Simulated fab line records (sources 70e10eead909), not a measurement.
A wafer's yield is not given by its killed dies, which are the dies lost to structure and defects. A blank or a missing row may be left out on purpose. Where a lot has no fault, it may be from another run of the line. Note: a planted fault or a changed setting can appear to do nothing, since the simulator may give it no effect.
fab line records	flow nandHarc
record: lots: 13	wafers: 39	lastDay: 33
route steps=1302 shown A_BLC@1130 A_M0@1152 END@1302
lots untouched by any fault: they come from a run of this same line in which no faults occurred
startH: the number of hours between the record's first day and the start of the first shown wafer of the lot	waitH: hours elapsed since this lot's preceding step	" repeats the value in the row above	L1.1+2: several wafers, shown together as one row	- no value, or no start was given	* or withheld: withheld	< > ~ a bound
route shown NAME@n: a module of which the file shows steps, and the number in the route of the first	usual: mean/standard deviation of fault-free wafers	same: alike in all rows	chamber/n: place in a boat	sites: readings site by site	_std_site: standard deviation of those values	_edge_site: mean of outer sites minus mean of inner sites	radiusMm: how far each site lies from the wafer's centre	mask NAME#n: copy n	behind: the tool/chamber that last shaped the wafer	hold: reason for holding the lot/hours on hold/outcome of the hold	device: the n, p or np transistor that did not switch	end of line: at the end of the route, the tests of the same wafers	for a step that has no rows: nothing shown but its recipe	killed: the dies lost at the first sort to structure and to defects; this is not the yield of the wafer	map: a wafer's dies, marking killed ones x, the rest . and places with no die _
set.NAME: setting as actually run; set.NAME@STEP: the setting as run at that earlier step	model.NAME: the simulator's own value behind a step, which no gauge read
one table for each step of the route and one row for each wafer, over a sample of lots
services: when a tool's chamber went out of use (startH, in hours from the record's first day, below 0 if earlier), for how many hours, and the reason
== steps ==
step: NHARC_A_BLC_PVD_32
recipe: targetThkA: 50	chamberPressurePa: 5	powerW: 5000	substrateTempC: 200	timeS: 17.7	material: Ti
usual: throttleValvePct: 30.1/0.92
lot.wafer	tool	chamber	startH	waitH	throttleValvePct
L677.2	pvdSputter-01	-	-	-	29.1
L677.6	"	-	"	"	30.6
L677.5	"	-	"	"	31.0
L682.3	pvdSputter-01	-	-	-	31.5
L682.4	"	-	"	"	31.1
L682.5	"	-	"	"	31.5
L684.2	pvdSputter-01	-	-	-	30.5
L684.3	"	-	"	"	31.3
L684.5	"	-	"	"	30.3
L678.1	pvdSputter-03	-	-	-	30.0
L678.3	"	-	"	"	30.7
L678.2	"	-	"	"	31.5
L686.1	pvdSputter-03	-	-	-	29.9
L686.2	"	-	"	"	30.5
L686.6	"	-	"	"	31.1
L688.3	pvdSputter-02	-	-	-	29.4
L688.1	"	-	"	"	28.5
L688.6	"	-	"	"	29.5
L692.1	pvdSputter-03	-	-	-	30.5
L692.4	"	-	"	"	29.1
L692.5	"	-	"	"	31.1
L691.1	pvdSputter-03	-	-	-	30.0
L691.5	"	-	"	"	30.1
L691.6	"	-	"	"	28.9
L694.4	pvdSputter-02	-	-	-	31.6
L694.2	"	-	"	"	29.9
L694.6	"	-	"	"	28.9
L696.3	pvdSputter-01	-	-	-	31.4
L696.5	"	-	"	"	30.5
L696.6	"	-	"	"	31.6
L699.3	pvdSputter-03	-	-	-	29.9
L699.1	"	-	"	"	29.1
L699.5	"	-	"	"	29.0
L697.4	pvdSputter-03	-	-	-	29.9
L697.1	"	-	"	"	29.2
L697.5	"	-	"	"	29.2
L700.1	pvdSputter-03	-	-	-	30.4
L700.3	"	-	"	"	31.2
L700.6	"	-	"	"	29.2
step: NHARC_A_M0_ETCH_15
recipe: targetDepthA: 1500	overetchA: 150	timeS: 82.5	c4f8FlowSccm: withheld	arFlowSccm: 400	rfW: 600	biasW: 300	chemistry: C4F8/Ar
usual: biasW: 300.0/0.85	chamberPressureMTorr: 25.00/0.034	oesProductAu: 0.945/0.023	rfVppV: 440.7/2.6
lot.wafer	tool	chamber	startH	waitH	biasW	chamberPressureMTorr	oesProductAu	rfHoursCounterH	rfVppV
L677.2	rieDiel-11	1	519.25	-	301.1	25.00	0.916	4.6	442.6
L677.6	"	1	"	"	301.6	25.01	0.916	-	443.4
L677.5	"	2	"	"	299.5	25.01	0.920	-	442.7
L682.3	rieDiel-04	2	567.55	-	302.3	25.01	0.914	1.2	440.3
L682.4	"	3	"	"	300.6	25.00	0.931	1.2	444.3
L682.5	"	3	"	"	299.3	25.05	0.926	-	443.6
L684.2	rieDiel-04	0	595.83	-	299.8	24.97	0.945	2.2	444.1
L684.3	"	1	"	"	300.5	25.01	0.949	2.5	440.1
L684.5	"	0	"	"	300.0	25.03	0.940	-	445.2
L678.3	rieDiel-11	2	599.87	-	300.5	24.96	0.910	9.9	442.4
L678.2	"	0	"	"	299.2	24.96	0.927	8.6	439.5
L678.1	"	1	"	"	300.3	24.98	0.920	8.9	441.5
L686.1	rieDiel-04	2	614.79	-	299.2	25.00	0.911	4.6	440.0
L686.2	"	3	"	"	299.7	25.04	0.915	4.6	446.3
L686.6	"	1	"	"	300.2	25.01	0.919	-	439.3
L688.1	rieDiel-04	2	636.13	-	301.4	25.03	0.897	5.5	441.0
L688.3	"	1	"	"	299.5	25.00	0.907	6.1	437.4
L688.6	"	3	"	"	301.4	25.03	0.929	-	444.0
L692.1	rieDiel-07	2	667.30	-	-	-	-	-	-
L692.4	"	1	"	"	-	-	-	-	-
L692.5	"	2	"	"	-	-	-	-	-
L691.1	rieDiel-11	0	677.91	-	-	-	-	-	-
L691.6	"	3	"	"	-	-	-	-	-
L691.5	"	0	"	"	-	-	-	-	-
L694.4	rieDiel-07	0	683.21	-	298.9	25.00	0.918	1.8	438.2
L694.2	"	1	"	"	300.6	24.97	0.920	1.6	437.7
L694.6	"	0	"	"	299.5	24.98	0.920	-	438.5
L696.3	rieDiel-07	1	704.38	-	301.7	25.03	0.984	2.1	437.8
L696.6	"	3	"	"	299.2	24.99	0.972	-	436.7
L696.5	"	1	"	"	300.4	25.02	0.975	-	437.6
L699.3	rieDiel-11	2	739.78	-	298.8	25.01	0.982	6.6	442.8
L699.1	"	3	"	"	300.2	24.97	0.988	7.0	440.1
L699.5	"	1	"	"	299.8	24.98	0.968	-	441.7
L697.1	rieDiel-07	2	743.39	-	298.2	25.00	0.976	4.4	441.5
L697.4	"	3	"	"	300.4	24.98	0.964	4.6	437.5
L697.5	"	1	"	"	301.3	25.00	0.973	-	437.5
L700.3	rieDiel-04	3	746.87	-	300.0	24.78	0.934	1.1	445.0
L700.1	"	0	"	"	300.1	25.03	0.940	1.5	445.9
L700.6	"	3	"	"	300.4	25.01	0.925	-	445.4
step: NHARC_A_M0_DEGAS_28
recipe: tempC: 250	timeS: 60
usual: heaterPowerW: 330/43
lot.wafer	tool	chamber	startH	waitH	heaterPowerW
L677.2	pvdSputter-03	-	520.00	-	348
L677.6	"	-	"	"	270
L677.5	"	-	"	"	343
L682.4	pvdSputter-02	-	568.30	-	317
L682.3	"	-	"	"	303
L682.5	"	-	"	"	297
L684.2	pvdSputter-02	-	596.58	-	288
L684.3	"	-	"	"	296
L684.5	"	-	"	"	297
L678.2	pvdSputter-03	-	600.62	-	301
L678.1	"	-	"	"	282
L678.3	"	-	"	"	346
L686.1	pvdSputter-03	-	615.58	-	359
L686.2	"	-	"	"	280
L686.6	"	-	"	"	357
L688.3	pvdSputter-02	-	636.89	-	304
L688.1	"	-	"	"	291
L688.6	"	-	"	"	320
L692.1	pvdSputter-01	-	668.05	-	420
L692.4	"	-	"	"	294
L692.5	"	-	"	"	415
L691.1	pvdSputter-03	-	678.71	-	304
L691.5	"	-	"	"	357
L691.6	"	-	"	"	358
L694.4	pvdSputter-01	-	683.95	-	422
L694.2	"	-	"	"	359
L694.6	"	-	"	"	358
L696.3	pvdSputter-01	-	705.19	-	362
L696.5	"	-	"	"	392
L696.6	"	-	"	"	420
L699.3	pvdSputter-02	-	740.53	-	305
L699.1	"	-	"	"	342
L699.5	"	-	"	"	302
L697.1	pvdSputter-02	-	744.19	-	269
L697.4	"	-	"	"	299
L697.5	"	-	"	"	318
L700.1	pvdSputter-03	-	747.61	-	281
L700.3	"	-	"	"	353
L700.6	"	-	"	"	303
step: NHARC_A_M0_CMP_23
recipe: tOverpolishS: 20	targetThkNm: 113.75
usual: edgeZonePressureFrac: 1.000/0.0045	motorCurrentA: 12.1/1.6	slurryFlowMlMin: 149.9/0.43	timeToEndpointS: 29.6/3
lot.wafer	tool	chamber	startH	waitH	edgeZonePressureFrac	motorCurrentA	slurryFlowMlMin	timeToEndpointS
L677.2	cmp-01	0	521.16	-	1.003	16.1	150.1	32.7
L677.6	"	1	"	"	0.994	10.8	150.4	27.9
L677.5	"	2	"	"	1.007	10.8	149.2	35.2
L682.3	cmp-02	3	569.37	-	1.001	10.6	150.3	27.1
L682.4	"	1	"	"	1.000	13.6	150.9	29.0
L682.5	"	3	"	"	1.004	10.8	149.8	25.1
L684.3	cmp-03	0	597.73	-	1.001	14.6	150.1	32.9
L684.2	"	1	"	"	0.997	11.8	149.9	29.4
L684.5	"	1	"	"	0.995	12.1	149.7	29.9
L678.3	cmp-01	2	602.05	-	0.994	10.3	150.0	35.5
L678.1	"	3	"	"	0.996	11.4	149.4	30.6
L678.2	"	0	"	"	1.001	16.9	149.9	36.5
L686.2	cmp-03	1	616.69	-	1.009	11.5	150.9	30.1
L686.1	"	0	"	"	1.004	13.5	149.8	32.2
L686.6	"	1	"	"	1.003	11.8	150.4	32.8
L688.1	cmp-02	2	638.02	-	1.003	13.0	149.4	29.4
L688.3	"	3	"	"	1.016	11.4	150.2	27.2
L688.6	"	0	"	"	1.001	11.5	150.0	28.3
L692.1	cmp-01	0	669.13	-	0.997	16.5	150.2	33.0
L692.4	"	1	"	"	1.004	11.0	150.2	27.5
L692.5	"	1	"	"	1.000	10.7	150.7	28.5
L691.1	cmp-02	2	679.77	-	1.003	13.0	150.3	33.0
L691.6	"	2	"	"	1.001	13.0	149.2	28.1
L691.5	"	3	"	"	1.003	10.8	150.1	25.8
L694.4	cmp-02	1	685.02	-	1.000	13.1	149.9	30.7
L694.2	"	0	"	"	1.003	11.1	149.9	30.5
L694.6	"	2	"	"	1.003	13.3	150.2	32.6
L696.3	cmp-02	1	706.26	-	1.000	13.1	149.7	28.8
L696.6	"	1	"	"	1.002	13.1	149.4	26.8
L696.5	"	2	"	"	1.001	12.4	150.6	28.2
L699.3	cmp-02	2	741.64	-	1.000	12.5	149.2	29.8
L699.1	"	0	"	"	1.002	11.1	150.0	29.2
L699.5	"	2	"	"	0.995	12.0	150.0	31.2
L697.4	cmp-01	3	745.27	-	0.997	12.3	149.3	30.5
L697.1	"	0	"	"	0.996	15.7	149.6	32.6
L697.5	"	0	"	"	1.003	15.9	150.2	32.7
L700.3	cmp-02	2	748.98	-	0.998	13.2	149.0	26.1
L700.1	"	3	"	"	1.001	10.4	149.9	22.9
L700.6	"	2	"	"	0.996	12.5	149.9	28.3
step: NHARC_END_SORT_01
recipe: tempC: 25
usual: defectLimitedYield: 91/3.2	killedAtArray: 55/22	killedAtOther: 1.1/1.4	killedAtPeriphery: 4/3.2	killedDies: 59/22	killedOpen: 3.3/1.8	killedShort: 2.5/1.5
same: grossDies: 677
lot.wafer	tool	chamber	startH	waitH	defectLimitedYield[%]	killedAtArray	killedAtOther	killedAtPeriphery	killedDies	killedOpen	killedShort
L688.1	prober-01	0	679.40	2.5	95	19	2	11	32	3	6
L688.3	prober-01	0	681.00	3.1	97	14	0	6	20	1	0
L688.6	prober-01	0	683.41	4.0	94	28	3	7	38	4	3
L692.1	prober-02	0	712.80	2.5	0	669	0	8	677	4	4
L692.4	prober-02	0	715.19	3.4	0	674	0	3	677	4	4
L692.5	prober-02	0	715.99	3.7	0	675	0	2	677	4	4
L691.1	prober-01	0	716.85	2.5	0	674	1	2	677	4	3
L691.5	prober-01	0	720.05	3.7	0	675	1	1	677	5	1
L691.6	prober-01	0	720.84	4.0	0	673	1	3	677	4	2
killed by level:class
L688.1 A_CHANNEL_HOLE_D1:chamberFilmFlake=5 P_GATE:chamberFilmFlake=4 A_CONTACT:chamberFilmFlake=4 P_BONDPAD:chamberFilmFlake=3 A_CHANNEL_HOLE_D2:chamberFilmFlake=3 P_M1:geometricParticle:short=2 P_STI:geometricParticle:open=1 A_CHANNEL_FILL_D1:geometricParticle:short=1
L688.3 A_CHANNEL_HOLE_D1:chamberFilmFlake=6 P_BONDPAD:chamberFilmFlake=5 A_CHANNEL_HOLE_D2:chamberFilmFlake=2 A_CONTACT:chamberFilmFlake=2 A_CHANNEL_FILL_D1:geometricParticle:open=1 P_GATE:chamberFilmFlake=1 A_SLIT:chamberFilmFlake=1 A_DECK1_JOINT:chamberFilmFlake=1
L688.6 A_CHANNEL_FILL_D2:chamberFilmFlake=7 P_GATE:chamberFilmFlake=4 A_CHANNEL_HOLE_D1:chamberFilmFlake=4 A_CONTACT:chamberFilmFlake=4 A_CHANNEL_HOLE_D2:chamberFilmFlake=3 A_M0:geometricParticle:open=2 P_BONDPAD:chamberFilmFlake=2 A_DECK1_JOINT:chamberFilmFlake=2
L692.1 A_M0:areaEtch=588 A_SLIT:chamberFilmFlake=31 A_CHANNEL_HOLE_D2:chamberFilmFlake=21 A_CHANNEL_HOLE_D1:chamberFilmFlake=10 P_GATE:chamberFilmFlake=6 A_CHANNEL_FILL_D1:chamberFilmFlake=4 A_STAIRCASE:chamberFilmFlake=3 P_M2:chamberFilmFlake=2
L692.4 A_M0:areaEtch=600 A_SLIT:chamberFilmFlake=30 A_CHANNEL_HOLE_D2:chamberFilmFlake=20 A_CHANNEL_HOLE_D1:chamberFilmFlake=14 P_CONTACT:geometricParticle:open=1 A_ONON_D1:geometricParticle:open=1 A_CHANNEL_FILL_D1:geometricParticle:open=1 A_ONON_D2:geometricParticle:short=1
L692.5 A_M0:areaEtch=601 A_SLIT:chamberFilmFlake=26 A_CHANNEL_HOLE_D2:chamberFilmFlake=21 A_CHANNEL_HOLE_D1:chamberFilmFlake=12 A_CONTACT:chamberFilmFlake=6 A_STAIRCASE:chamberFilmFlake=2 P_M0:geometricParticle:open=1 A_ONON_D1:geometricParticle:short=1
L691.1 A_M0:areaEtch=611 A_SLIT:chamberFilmFlake=29 A_CHANNEL_HOLE_D1:chamberFilmFlake=13 A_CONTACT:chamberFilmFlake=9 A_STAIRCASE:chamberFilmFlake=3 A_CHANNEL_HOLE_D2:chamberFilmFlake=2 P_M0:geometricParticle:open=1 A_CHANNEL_FILL_D1:geometricParticle:open=1
L691.5 A_M0:areaEtch=619 A_SLIT:chamberFilmFlake=26 A_CHANNEL_HOLE_D1:chamberFilmFlake=14 A_CONTACT:chamberFilmFlake=5 A_STAIRCASE:chamberFilmFlake=5 P_CONTACT:geometricParticle:open=1 A_SOURCE_PLATE:geometricParticle:short=1 A_CHANNEL_FILL_D1:geometricParticle:open=1
L691.6 A_M0:areaEtch=605 A_SLIT:chamberFilmFlake=37 A_CHANNEL_HOLE_D1:chamberFilmFlake=14 A_CONTACT:chamberFilmFlake=8 A_CHANNEL_FILL_D2:chamberFilmFlake=3 P_M0:geometricParticle:open=1 P_M2:geometricParticle:open=1 A_STAIRCASE:geometricParticle:open=1
== services ==
tool	chamber	startH	hours	kind
rieDiel-07	3	506.26	65.0	repair
cmp-02	-	530.84	4.0	pm
rieDiel-04	-	531.90	9.0	pm
cmp-02	-	548.87	1.7	repair
rieDiel-04	0	571.88	9.3	repair
pvdSputter-01	-	582.01	10.0	pm
pvdSputter-03	-	583.63	10.0	pm
pvdSputter-02	-	586.09	2.2	repair
cmp-02	-	612.90	0.4	repair
pvdSputter-02	-	613.83	4.1	repair
cmp-02	-	628.84	4.0	pm
pvdSputter-03	-	636.15	1.3	repair
pvdSputter-02	-	638.04	10.0	pm
cmp-02	-	645.24	0.9	repair
cmp-02	-	649.65	1.9	repair
pvdSputter-03	-	666.07	8.9	repair
rieDiel-04	0	669.44	8.6	repair
cmp-02	-	707.55	0.8	repair
rieDiel-04	-	708.90	9.0	pm
pvdSputter-02	-	709.39	0.6	repair
cmp-02	-	726.84	4.0	pm
pvdSputter-02	-	730.03	7.6	repair
rieDiel-04	0	740.68	4.4	repair
pvdSputter-01	-	743.06	4.9	repair
== key ==
firstSign: step: NHARC_A_M0_ETCH_15	reading: toolRecord	direction: missing
effect: step: NHARC_END_SORT_01	reading: defectLimitedYield	direction: down	sigmas: 28	usual: 91	struck: 0
moreKillsBornAt: NHARC_A_M0_ETCH_15@rieDiel-11: 1835	NHARC_A_M0_ETCH_15@rieDiel-07: 1789
metAt NHARC_A_M0_ETCH_15
struckLots L691,L692
laterRowsLeftOut L691.1,L691.5,L691.6,L692.1,L692.4,L692.5
notActingAt NHARC_A_BLC_PVD_32,NHARC_A_M0_DEGAS_28,NHARC_A_M0_CMP_23
onsetBetween 599.87 667.30
fault: kind: skippedStepWhole	tool: rieDiel-07,rieDiel-11	chamber: -	onsetH: 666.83	steps: NHARC_A_M0_ETCH_15	scope: struckLotsOnly
laterRowsLeftOut: the simulator's readings of these wafers behind a module that went badly wrong aren't trusted and aren't shown, but for the sort
